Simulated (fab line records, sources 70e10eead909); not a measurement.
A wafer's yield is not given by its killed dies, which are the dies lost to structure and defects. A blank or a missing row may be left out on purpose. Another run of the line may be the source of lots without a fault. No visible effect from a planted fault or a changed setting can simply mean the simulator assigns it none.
Which tool was responsible? :: flow nand-harc :: Sampling: 10 lots, 30 wafers, 3 of 1159 route steps

WHAT EACH GAUGE READ, for each wafer
NHARC_P_CONTACT_CD_MEAS_12: the cd target is 90 nm.
lot: L217
measured: day 5 10:16
on: cd-sem-02
cd-nm (nm): 91.6 91.1 91.1

lot: L219
measured: day 6 04:44
on: cd-sem-02
cd-nm (nm): 90.8 92.5 91.8

lot: L229
measured: day 8 18:25
on: cd-sem-03
cd-nm (nm): 91.1 90.5 84.6

lot: L228
measured: day 9 00:22
on: cd-sem-03
cd-nm (nm): 89.5 89.5 83.7

lot: L233
measured: day 9 14:29
on: cd-sem-01
cd-nm (nm): 89.9 90.0 89.3

lot: L234
measured: day 9 18:53
on: cd-sem-03
cd-nm (nm): 91.4 90.2 90.9

lot: L237
measured: day 10 10:24
on: cd-sem-03
cd-nm (nm): 89.6 89.7 89.5

lot: L239
measured: day 10 18:14
on: cd-sem-02
cd-nm (nm): 91.1 92.4 92.2

lot: L238
measured: day 10 18:55
on: cd-sem-03
cd-nm (nm): 90.3 89.6 89.9

lot: L240
measured: day 11 12:57
on: cd-sem-02
cd-nm (nm): 89.8 90.6 90.6

EACH LOT AND THE TOOL THAT RAN IT (in order: tool; ch and the chambers of the sampled wafers; start)
lot: L217
NHARC_P_GATE_RTA_82: rtp-anneal-02 ch 0, day 5 08:27
NHARC_P_CONTACT_EXPOSE_09: arfi-scanner-02 ch 0, day 5 10:07

lot: L219
NHARC_P_GATE_RTA_82: rtp-anneal-01 ch 0, day 6 02:56
NHARC_P_CONTACT_EXPOSE_09: arfi-scanner-02 ch 0, day 6 04:35

lot: L229
NHARC_P_GATE_RTA_82: rtp-anneal-02 ch 0, day 8 16:44
NHARC_P_CONTACT_EXPOSE_09: arfi-scanner-02 ch 0, day 8 18:16

lot: L228
NHARC_P_GATE_RTA_82: rtp-anneal-02 ch 0, day 8 22:34
NHARC_P_CONTACT_EXPOSE_09: arfi-scanner-02 ch 0, day 9 00:14

lot: L233
NHARC_P_GATE_RTA_82: rtp-anneal-02 ch 0, day 9 12:37
NHARC_P_CONTACT_EXPOSE_09: arfi-scanner-01 ch 0, day 9 14:20

lot: L234
NHARC_P_GATE_RTA_82: rtp-anneal-02 ch 0, day 9 17:14
NHARC_P_CONTACT_EXPOSE_09: arfi-scanner-01 ch 0, day 9 18:44

lot: L237
NHARC_P_GATE_RTA_82: rtp-anneal-01 ch 0, day 10 08:34
NHARC_P_CONTACT_EXPOSE_09: arfi-scanner-01 ch 0, day 10 10:16

lot: L239
NHARC_P_GATE_RTA_82: rtp-anneal-01 ch 0, day 10 16:31
NHARC_P_CONTACT_EXPOSE_09: arfi-scanner-01 ch 0, day 10 18:05

lot: L238
NHARC_P_GATE_RTA_82: rtp-anneal-01 ch 0, day 10 17:08
NHARC_P_CONTACT_EXPOSE_09: arfi-scanner-03 ch 0, day 10 18:47

lot: L240
NHARC_P_GATE_RTA_82: rtp-anneal-02 ch 0, day 11 10:48
NHARC_P_CONTACT_EXPOSE_09: arfi-scanner-01 ch 0, day 11 12:49
- NHARC_P_GATE_RTA_82: time 30 s.
- NHARC_P_CONTACT_EXPOSE_09: exposes mask P CA, target cd 90 nm.

THE ANSWER, worked out from the rows above alone
Rule: usual is defined by the lots themselves. Put in order of their means at a reading, lots are off if they are a third of the lots or fewer, leave a main group of 4 or more, and stand apart from it by a gap of 3 or more times the standard deviation of the main group's means; of several such gaps the widest counts. A main group whose means are all the same, to the digits that the tables above print for the reading, isn't used. A lot without any number at a reading at which 4 lots or more have one is off too. Where the step has rows for the other lots, those lots are counted as sound.
None of the lots is off at any reading shown; this tells nothing.

WHAT THE SIMULATOR PUT IN
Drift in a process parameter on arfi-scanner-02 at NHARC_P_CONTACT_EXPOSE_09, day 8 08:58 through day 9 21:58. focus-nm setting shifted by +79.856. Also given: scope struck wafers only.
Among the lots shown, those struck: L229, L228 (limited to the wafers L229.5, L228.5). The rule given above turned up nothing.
